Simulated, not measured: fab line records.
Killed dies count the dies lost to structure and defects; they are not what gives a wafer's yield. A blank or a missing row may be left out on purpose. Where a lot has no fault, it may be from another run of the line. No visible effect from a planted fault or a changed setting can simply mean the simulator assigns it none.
Chamber matching :: flow n5Finfet :: N5_BEOL_M4_ETCHBACK_99 on rieDiel-06: 4 sister chambers
The step etches SiO2 in CHF3, target depth 5 nm, time 10.4 s. 8 wafers are shown with their chamber, then 9 later ones without.

## WAFERS WITH THEIR CHAMBER
wafer: L075.5
chamber: 1
showerheadPlenumPTorr (Torr): 2.08
drypumpMotorCurrentA (A): 5.8

wafer: L079.4
chamber: 0
showerheadPlenumPTorr (Torr): 2.29
drypumpMotorCurrentA (A): 5.8

wafer: L086.1
chamber: 1
showerheadPlenumPTorr (Torr): 2.07
drypumpMotorCurrentA (A): 5.8

wafer: L086.2
chamber: 2
showerheadPlenumPTorr (Torr): 2.10
drypumpMotorCurrentA (A): 4.9

wafer: L086.3
chamber: 0
showerheadPlenumPTorr (Torr): 2.28
drypumpMotorCurrentA (A): 5.9

wafer: L086.4
chamber: 3
showerheadPlenumPTorr (Torr): 2.24
drypumpMotorCurrentA (A): 6.0

wafer: L086.5
chamber: 3
showerheadPlenumPTorr (Torr): 2.24
drypumpMotorCurrentA (A): 6.0

wafer: L086.6
chamber: 2
showerheadPlenumPTorr (Torr): 2.10
drypumpMotorCurrentA (A): 5.0

## WAFERS WITH NO CHAMBER GIVEN
wafer: L090.3
showerheadPlenumPTorr (Torr): 2.07
drypumpMotorCurrentA (A): 5.8

wafer: L090.4
showerheadPlenumPTorr (Torr): 2.10
drypumpMotorCurrentA (A): 5.0

wafer: L090.6
showerheadPlenumPTorr (Torr): 2.10
drypumpMotorCurrentA (A): 4.9

wafer: L095.1
showerheadPlenumPTorr (Torr): 2.09
drypumpMotorCurrentA (A): 5.0

wafer: L095.2
showerheadPlenumPTorr (Torr): 2.23
drypumpMotorCurrentA (A): 6.0

wafer: L095.3
showerheadPlenumPTorr (Torr): 2.28
drypumpMotorCurrentA (A): 5.8

wafer: L095.4
showerheadPlenumPTorr (Torr): 2.06
drypumpMotorCurrentA (A): 5.8

wafer: L095.5
showerheadPlenumPTorr (Torr): 2.28
drypumpMotorCurrentA (A): 5.8

wafer: L095.6
showerheadPlenumPTorr (Torr): 2.06
drypumpMotorCurrentA (A): 5.8

## EACH ONE'S CHAMBER
wafer: L090.3
from the rows above: 1
in truth: 1

wafer: L090.4
from the rows above: 2
in truth: 2

wafer: L090.6
from the rows above: 2
in truth: 2

wafer: L095.1
from the rows above: 2
in truth: 2

wafer: L095.2
from the rows above: 3
in truth: 3

wafer: L095.3
from the rows above: 0
in truth: 0

wafer: L095.4
from the rows above: 1
in truth: 1

wafer: L095.5
from the rows above: 0
in truth: 0

wafer: L095.6
from the rows above: 1
in truth: 1
9 of 9 placed correctly. Not placeable from these rows: 0. 0 placed wrongly.
How it was worked out, from the rows above alone: a wafer's distance from a chamber is the root of the sum, over the readings, of the square of ((its reading less the chamber's mean) divided by the reading's scatter). If the next closest chamber is less than 2 further off than the closest, the wafer can't be placed; otherwise it belongs to the closest. Each chamber's mean is taken over the wafers shown for it. The scatter: the root of (the sum of the squares of (reading less its chamber's mean) over the shown wafers, divided by (wafers less chambers)).
